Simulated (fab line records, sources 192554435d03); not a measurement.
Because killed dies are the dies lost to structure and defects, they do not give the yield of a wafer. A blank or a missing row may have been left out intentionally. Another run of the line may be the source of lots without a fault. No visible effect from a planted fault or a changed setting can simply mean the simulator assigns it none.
Chamber matching || flow n5Finfet || 3 sister chambers for N5_BEOL_M5_DEP_56 on pecvd-03
The step deposits SiCN from 3MS/NH3, target thk 8 nm, time 14 s. 6 wafers are shown with their chamber, then 7 later ones without.

== WAFERS, EACH WITH ITS CHAMBER ==
{"wafer": "L079.6", "chamber": 1, "throttleValvePct (%)": 9.2, "showerheadPlenumPTorr (Torr)": 3.675}
{"wafer": "L082.1", "chamber": 2, "throttleValvePct (%)": 8.8, "showerheadPlenumPTorr (Torr)": 3.676}
{"wafer": "L082.2", "chamber": 1, "throttleValvePct (%)": 9.7, "showerheadPlenumPTorr (Torr)": 3.668}
{"wafer": "L082.6", "chamber": 0, "throttleValvePct (%)": 8.9, "showerheadPlenumPTorr (Torr)": 3.678}
{"wafer": "L085.1", "chamber": 2, "throttleValvePct (%)": 8.5, "showerheadPlenumPTorr (Torr)": 3.673}
{"wafer": "L085.3", "chamber": 0, "throttleValvePct (%)": 9.3, "showerheadPlenumPTorr (Torr)": 3.676}

== WAFERS WITHOUT THEIR CHAMBER ==
{"wafer": "L085.5", "throttleValvePct (%)": 9.3, "showerheadPlenumPTorr (Torr)": 3.675}
{"wafer": "L088.1", "throttleValvePct (%)": 8.7, "showerheadPlenumPTorr (Torr)": 3.677}
{"wafer": "L088.3", "throttleValvePct (%)": 9.5, "showerheadPlenumPTorr (Torr)": 3.661}
{"wafer": "L088.6", "throttleValvePct (%)": 9.2, "showerheadPlenumPTorr (Torr)": 3.673}
{"wafer": "L095.1", "throttleValvePct (%)": 8.5, "showerheadPlenumPTorr (Torr)": 3.666}
{"wafer": "L095.3", "throttleValvePct (%)": 9.6, "showerheadPlenumPTorr (Torr)": 3.671}
{"wafer": "L095.5", "throttleValvePct (%)": 9.7, "showerheadPlenumPTorr (Torr)": 3.675}

== CHAMBER TAKEN BY EACH ==
{"wafer": "L085.5", "from the rows above": "can't be placed: 0 or 1 or 2", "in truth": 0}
{"wafer": "L088.1", "from the rows above": "can't be placed: 2 or 0", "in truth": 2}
{"wafer": "L088.3", "from the rows above": "can't be placed: 1 or 2 or 0", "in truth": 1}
{"wafer": "L088.6", "from the rows above": "can't be placed: 1 or 0 or 2", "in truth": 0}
{"wafer": "L095.1", "from the rows above": "can't be placed: 2 or 1 or 0", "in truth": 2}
{"wafer": "L095.3", "from the rows above": 1, "in truth": 1}
{"wafer": "L095.5", "from the rows above": "can't be placed: 1 or 0", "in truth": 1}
Placed correctly: 1 of 7. These rows do not allow placing 6 (true chamber among the candidates in 6). Wrongly placed: 0.
How it was worked out, from the rows above alone: a wafer's distance from a chamber is the root of the sum, over the readings, of the square of ((its reading less the chamber's mean) divided by the reading's scatter). If the next closest chamber is less than 2 further off than the closest, the wafer can't be placed; otherwise it belongs to the closest. The mean given for a chamber averages the wafers shown for that chamber. The scatter: the root of (the sum of the squares of (reading less its chamber's mean) over the shown wafers, divided by (wafers less chambers)).
